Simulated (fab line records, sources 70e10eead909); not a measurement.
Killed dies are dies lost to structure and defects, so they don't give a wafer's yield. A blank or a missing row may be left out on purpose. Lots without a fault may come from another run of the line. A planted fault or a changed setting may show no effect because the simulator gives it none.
Which tool did it? | flow nand_harc | 24 lots, 72 wafers sampled, at 3 steps of a route of 1302

WHAT THE GAUGES READ, wafer by wafer
NHARC_A_M0_INSPECT_27. Usual: raw_defect_count 548, standard deviation 130.
lot  | measured     | on                | raw_defect_count | flag
L074 | day 22 16:35 | defect_inspect-02 | 493 433 451      |
L076 | day 23 06:50 | defect_inspect-01 | 492 495 505      |
L075 | day 23 08:22 | defect_inspect-01 | 727 624 727      |
L077 | day 24 02:29 | defect_inspect-01 | 695 717 716      |
L080 | day 24 15:37 | defect_inspect-02 | 543 791 578      |
L079 | day 24 18:48 | defect_inspect-02 | 706 873 472      |
L078 | day 24 19:23 | defect_inspect-01 | 362 659 488      |
L081 | day 26 04:20 | defect_inspect-01 | 620 562 695      |
L082 | day 26 04:38 | defect_inspect-01 | 488 459 527      |
L083 | day 27 01:14 | defect_inspect-01 | 353 494 417      |
L084 | day 27 10:52 | defect_inspect-01 | 577 757 583      |
L085 | day 28 00:05 | defect_inspect-01 | 551 558 478      |
L087 | day 28 03:34 | defect_inspect-01 | 427 471 387      |
L086 | day 28 11:07 | defect_inspect-01 | 835 689 517      |
L089 | day 28 19:01 | defect_inspect-01 | 446 779 472      |
L088 | day 28 19:47 | defect_inspect-01 | 563 465 428      |
L090 | day 29 12:31 | defect_inspect-02 | 479 448 392      |
L092 | day 30 04:20 | defect_inspect-02 | 567 666 451      |
L091 | day 30 06:17 | defect_inspect-01 | 385 403 386      |
L093 | day 31 00:45 | defect_inspect-02 | 590 548 292      |
L094 | day 31 01:59 | defect_inspect-02 | 508 505 486      |
L096 | day 31 13:31 | defect_inspect-01 | 630 494 796      |
L095 | day 31 13:44 | defect_inspect-02 | 792 494 646      |
L097 | day 33 16:45 | defect_inspect-01 | 494 794 583      |

NHARC_A_M1_CD_MEAS_16. Usual: cd_nm 119.8 nm, standard deviation 1.
lot  | measured     | on        | cd_nm (nm)        | flag
L074 | day 22 18:29 | cd_sem-03 | 120.0 121.4 119.8 |
L076 | day 23 08:34 | cd_sem-01 | 120.8 120.2 121.8 |
L075 | day 23 10:15 | cd_sem-01 | 119.4 120.1 119.9 |
L077 | day 24 04:20 | cd_sem-02 | 118.8 119.0 118.7 |
L080 | day 24 17:23 | cd_sem-03 | 120.2 119.5 121.8 |
L079 | day 24 20:41 | cd_sem-03 | 120.5 121.4 119.4 |
L078 | day 24 21:16 | cd_sem-02 | 119.2 118.4 118.4 |
L081 | day 26 06:14 | cd_sem-01 | 118.9 119.0 118.9 |
L082 | day 26 06:32 | cd_sem-01 | 118.4 121.7 120.5 |
L083 | day 27 03:40 | cd_sem-03 | 120.0 120.5 120.1 |
L084 | day 27 13:02 | cd_sem-03 | 120.2 118.7 119.4 |
L085 | day 28 02:00 | cd_sem-01 | 120.1 118.0 119.3 |
L087 | day 28 05:19 | cd_sem-01 | 120.3 121.0 120.1 |
L086 | day 28 13:01 | cd_sem-03 | 119.6 119.5 120.5 |
L089 | day 28 20:53 | cd_sem-03 | 119.6 119.3 118.3 |
L088 | day 28 21:41 | cd_sem-03 | 121.0 119.9 120.4 |
L090 | day 29 14:24 | cd_sem-02 | 120.6 119.9 119.9 |
L092 | day 30 06:12 | cd_sem-03 | 119.0 120.0 118.3 |
L091 | day 30 08:06 | cd_sem-02 | 119.8 122.1 121.5 |
L093 | day 31 02:31 | cd_sem-02 | 119.6 121.7 120.7 |
L094 | day 31 03:52 | cd_sem-01 | 119.0 119.3 118.5 |
L096 | day 31 15:25 | cd_sem-01 | 119.5 118.6 119.3 |
L095 | day 31 15:37 | cd_sem-02 | 119.4 122.0 119.7 |
L097 | day 33 18:39 | cd_sem-01 | 117.9 119.1 118.4 |

WHICH TOOL RAN EACH LOT (tool, then ch and the chambers of the sampled wafers, then the start)
lot  | NHARC_A_M1_ETCH_35
L074 | rie_diel-05 ch 2,3, day 22 18:15
L076 | rie_diel-05 ch 0,1,3, day 23 08:21
L075 | rie_diel-06 ch 0,2, day 23 10:02
L077 | rie_diel-06 ch 0,1,3, day 24 04:07
L080 | rie_diel-04 ch 1,2,3, day 24 17:10
L079 | rie_diel-06 ch 0,2,3, day 24 20:28
L078 | rie_diel-06 ch 0,2,3, day 24 21:03
L081 | rie_diel-05 ch 2,3, day 26 05:59
L082 | rie_diel-04 ch 2,3, day 26 06:19
L083 | rie_diel-06 ch 2,3, day 27 03:26
L084 | rie_diel-05 ch 1,2,3, day 27 12:49
L085 | rie_diel-06 ch 2,3, day 28 01:46
L087 | rie_diel-04 ch 0,3, day 28 05:06
L086 | rie_diel-04 ch 0,1,3, day 28 12:48
L089 | rie_diel-05 ch 0,2, day 28 20:41
L088 | rie_diel-05 ch 0,3, day 28 21:28
L090 | rie_diel-06 ch 2,3, day 29 14:11
L092 | rie_diel-06 ch 2,3, day 30 05:58
L091 | rie_diel-04 ch 0,3, day 30 07:51
L093 | rie_diel-06 ch 1,3, day 31 02:17
L094 | rie_diel-06 ch 1,2, day 31 03:39
L096 | rie_diel-05 ch 1,2,3, day 31 15:11
L095 | rie_diel-04 ch 1,2,3, day 31 15:23
L097 | rie_diel-04 ch 1,2, day 33 18:22
- NHARC_A_M1_ETCH_35: etches the open film in N2/H2, target depth 40 nm, overetch 12 nm, time 43.94 s.

WHAT THE TOOLS THEMSELVES READ (means of the sampled wafers that have a number; where no wafer has one, the mark that the record gives instead)
NHARC_A_M1_ETCH_35. Usual: drypump_motor_current_A 5.6 A, standard deviation 0.47; oes_product_au 0.997 a.u., standard deviation 0.011; rf_vpp_V 431.2 V, standard deviation 2; showerhead_plenum_p_Torr 2.06 Torr, standard deviation 0.069; throttle_valve_pct 14.171 %, standard deviation 0.0081.
lot  | tool        | drypump_motor_current_A (A) | oes_product_au (a.u.) | rf_vpp_V (V) | showerhead_plenum_p_Torr (Torr) | throttle_valve_pct (%) | flag
L074 | rie_diel-05 | 6.2                         | 1.007                 | 431.1        | 2.07                            | 14.165                 |
L076 | rie_diel-05 | 6.2                         | 1.006                 | 429.8        | 2.01                            | 14.181                 |
L075 | rie_diel-06 | 5.4                         | 0.998                 | 429.9        | 2.00                            | 14.177                 |
L077 | rie_diel-06 | 5.3                         | 0.993                 | 432.4        | 2.10                            | 14.174                 |
L080 | rie_diel-04 | 5.4                         | 0.988                 | 431.8        | 2.10                            | 14.178                 |
L079 | rie_diel-06 | 5.4                         | 0.998                 | 431.2        | 2.05                            | 14.173                 |
L078 | rie_diel-06 | 5.4                         | 0.995                 | 431.1        | 2.05                            | 14.163                 |
L081 | rie_diel-05 | 6.4                         | 1.003                 | 430.3        | 2.02                            | 14.173                 |
L082 | rie_diel-04 | 5.5                         | 0.995                 | 431.1        | 2.05                            | 14.172                 |
L083 | rie_diel-06 | 5.4                         | 0.997                 | 430.8        | 2.03                            | 14.172                 |
L084 | rie_diel-05 | 6.1                         | 0.994                 | 430.3        | 2.05                            | 14.171                 |
L085 | rie_diel-06 | 5.4                         | 0.994                 | 430.8        | 2.03                            | 14.163                 |
L087 | rie_diel-04 | 5.4                         | 0.991                 | 430.7        | 2.04                            | 14.166                 |
L086 | rie_diel-04 | 5.2                         | 0.999                 | 432.1        | 2.09                            | 14.170                 |
L089 | rie_diel-05 | 6.2                         | 1.005                 | 430.6        | 2.03                            | 14.174                 |
L088 | rie_diel-05 | 6.4                         | 0.994                 | 429.5        | 1.98                            | 14.177                 |
L090 | rie_diel-06 | 5.4                         | 0.996                 | 431.5        | 2.09                            | 14.164                 |
L092 | rie_diel-06 | 5.5                         | 0.987                 | 431.1        | 2.09                            | 14.168                 |
L091 | rie_diel-04 | 5.1                         | 0.984                 | 431.8        | 2.05                            | 14.180                 |
L093 | rie_diel-06 | 5.2                         | 0.991                 | 433.9        | 2.13                            | 14.166                 |
L094 | rie_diel-06 | 5.1                         | 0.993                 | 432.1        | 2.07                            | 14.174                 |
L096 | rie_diel-05 | 6.1                         | 0.994                 | 430.7        | 2.04                            | 14.166                 |
L095 | rie_diel-04 | 5.5                         | 1.005                 | 431.6        | 2.10                            | 14.171                 |
L097 | rie_diel-04 | 5.5                         | 1.003                 | 432.8        | 2.12                            | 14.170                 |

THE ANSWER, worked out from the rows above alone
Rule: a lot is off if the mean of its wafers that have a number lies more than 3 standard deviations from the usual mean. A lot without any number at a reading at which 4 lots or more have one is off too. The other lots that the step has rows for count as sound. The gauges are gone through in route order, then the tools' own readings, and for those a lot's mean is taken as printed above. The first step at which some lot is off is used, and at that step the reading that is off furthest; a lot without a number counts as furthest.
No lot is off at any reading shown: from this, nothing can be told.

WHAT THE SIMULATOR HAD PUT IN
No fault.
